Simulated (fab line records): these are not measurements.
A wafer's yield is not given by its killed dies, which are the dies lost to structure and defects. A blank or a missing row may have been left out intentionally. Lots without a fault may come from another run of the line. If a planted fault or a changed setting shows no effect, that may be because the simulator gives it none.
Comparing a struck lot with a sound one -- flow n5 finfet -- 17 steps out of a route of 1938
Sound: these wafers, L931.3, L931.5, L931.6. Struck: wafer L947.2. (L947.3 of the same lot was not struck and is left out.) The cause comes at the end.
For every step that has rows: the tool of each side, followed by ch and its chambers, followed by its first start. Under that, the readings that differ: sound wafers -- struck wafers -- difference of the means -- sigmas: that difference in standard deviations of wafers without a fault.
alike: same words and numbers on both sides, and readings whose means sit less than 2 such deviations apart. not compared: any withheld reading, any reading some wafer has no value for, any bound like >300 that may hide the same value, and any number with overlapping values for which the record gives no deviation.
The two part at a step that has a row with sigmas, a row that says differs or no value, or rows on one side only. Numbers that don't overlap but have no deviation are shown without sigmas and don't part them. A reading that every wafer of one side lacks parts them only if that side has two wafers or more.

N5_SDB_OVL_MEAS_12:
  sound on overlay-02 ch 0, day 4 00:23; struck on overlay-01 ch 0, day 8 00:03
  alike: SDB_OVL
N5_SDB_INSPECT_13: inspects for defects (brightfield).
  sound on defect inspect-01 at day 4 00:25; struck on defect inspect-02 at day 8 00:04
  alike: raw defect count
then, 1 step without rows for these wafers: N5_SDB_DESCUM_16 (chemistry O2, time 7.9 s).
N5_SDB_ETCH_17: etches SiARC in CF4, target depth 23.4 nm, time 39 s.
  sound on rie diel-01 ch 0,1,2, day 4 00:37; struck on rie diel-06 ch 1, day 8 00:11
  alike: drypump motor current A, etch rf on time s, oes product au, rf vpp V, showerhead plenum p Torr, throttle valve pct
  not compared: rf hours counter h
N5_SDB_ETCH_18: etches SOC in N2/H2, target depth 100 nm, overetch 20 nm, time 150 s.
  sound on rie diel-01 ch 0,1,2, day 4 00:39; struck on rie diel-06 ch 1, day 8 00:13
  alike: drypump motor current A, h2 flow sccm, oes product au, rf vpp V, showerhead plenum p Torr, temp c, throttle valve pct
  not compared: rf hours counter h
then, 1 step without rows for these wafers: N5_SDB_STRIP_19 (strips in N2/H2).
N5_SDB_STRIP_21: strips in CF4.
  sound on rie diel-01 ch 0,1,2, day 4 00:47; struck on rie diel-06 ch 1, day 8 00:22
  alike: drypump motor current A, oes product au, rf vpp V, showerhead plenum p Torr, throttle valve pct
  not compared: rf hours counter h
then, 1 step without rows for these wafers: N5_SDB_HM_OPEN_20 (chemistry CH3F/O2, target SiNx, stops on poly-Si, target depth 24 nm).
N5_SDB_STRIP_22: strips in N2/H2.
  sound on plasma asher-01 ch 0,1, day 4 00:56; struck on plasma asher-01 ch 0, day 8 00:28
reading,sound,struck,difference,sigmas
rf hours counter h (h),- - -,102,no value on the sound wafers,
  alike: drypump motor current A, h2 flow sccm, heater power w, oes product au, strip time to endpoint s, temp c
then, 2 steps without rows for these wafers: N5_SDB_PRECLEAN_23 (cleans in dHF, time 30 s); N5_SDB_DUMMY_REMOVE_24 (chemistry TMAH, target poly-Si, stops on SiO2, target depth 142 nm, time 57 s, rinse time 30 s).
N5_SDB_ETCH_25: etches SiO2 in C4F6/O2, target depth 10 nm, time 3.3 s.
  sound on rie diel-04 ch 1,2,3, day 4 01:14; struck on rie diel-06 ch 3, day 8 00:41
reading,sound,struck,difference,sigmas
showerhead plenum p Torr (Torr),2.73 2.71 2.83,2.94,+0.18,+2
  alike: drypump motor current A, oes product au, rf vpp V, throttle valve pct
  not compared: rf hours counter h
N5_SDB_CUT_ETCH_26: etches Si in HBr/Cl2/O2, target depth 129.6 nm, bt time 20 s, time 51.8 s.
  sound on rie si-06 ch 2,3, day 4 01:19; struck on rie si-02 ch 1, day 8 00:46
reading,sound,struck,difference,sigmas
drypump motor current A (A),5.1 5.1 5.0,6.3,+1.2,+3
model.etch.depth nm (nm),131.9 131.4 128.8,76.1,-54.6,
model.SDB.feature depth nm (nm),132 131.4 128.8,76,-55,
model.SiNx_of_SDB_HM_DEP_00.thk nm (nm),21.8 22.2 22.4,29.4,+7.3,
  alike: oes product au, throttle valve pct
  not compared: rf hours counter h
N5_SDB_PRECLEAN_38: cleans in dHF, time 10 s.
  sound on wet bench-03 ch 1,5,7, day 4 01:26; struck on wet bench-01 ch 6, day 8 00:53
reading,sound,struck,difference,sigmas
model.SiNx_of_SDB_HM_DEP_00.thk nm (nm),21.8 22.2 22.4,29.4,+7.3,
  alike: temp c
then, 1 step without rows for these wafers: N5_SDB_PRECLEAN_39 (cleans in O3/DIW, time 45 s).
-- the record jumps here: 4 days lie between the struck wafers' starts before and after (it left off in module SDB and takes up again in module BEOL_M4, whose first step shown is number 1111 of the route) --
N5_BEOL_M4_RC_MEAS_101:
  sound on prober-01 ch 0, day 8 08:47; struck on prober-01 ch 0, day 12 04:49
reading,sound,struck,difference,sigmas
DIBL_N (mV/V),37.1 34.4 36.4,39.5,+3.5,+2
DIBL_P (mV/V),37.4 33.9 37.1,40.0,+3.9,+2
IOFF_N (nA/um),0.171 0.128 0.157,0.203,+0.051,+2
IOFF_P (nA/um),0.216 0.171 0.220,0.260,+0.058,+2
  alike: ION_N, ION_P, SS_N, SS_P, VT_N, VT_P
-- a jump in the record: the struck wafers' starts before and after are 5 days apart (it breaks off in module BEOL_M4 and resumes in module PASSIVATION, where the first step shown is number 1936 of the route) --
N5_PASSIVATION_PROBE_49:
  sound on prober-02 at day 13 01:27; struck on prober-01 at day 16 19:21
reading,sound,struck,difference,sigmas
killed at other,5 4 3,14,+10,+4
  alike: defect limited yield, killed_at_M0_to_M3, killed_at_M4_up, killed at contacts, killed at front end, killed dies, killed on rim, killed open, killed short, sort_bin_5_function, sort_bin_6_memory, sort n pass, sort yield pct

## WHERE THEY PART
First at N5_SDB_STRIP_22; last, within this record, at N5_PASSIVATION_PROBE_49.

WHY: what had been put in by the simulator
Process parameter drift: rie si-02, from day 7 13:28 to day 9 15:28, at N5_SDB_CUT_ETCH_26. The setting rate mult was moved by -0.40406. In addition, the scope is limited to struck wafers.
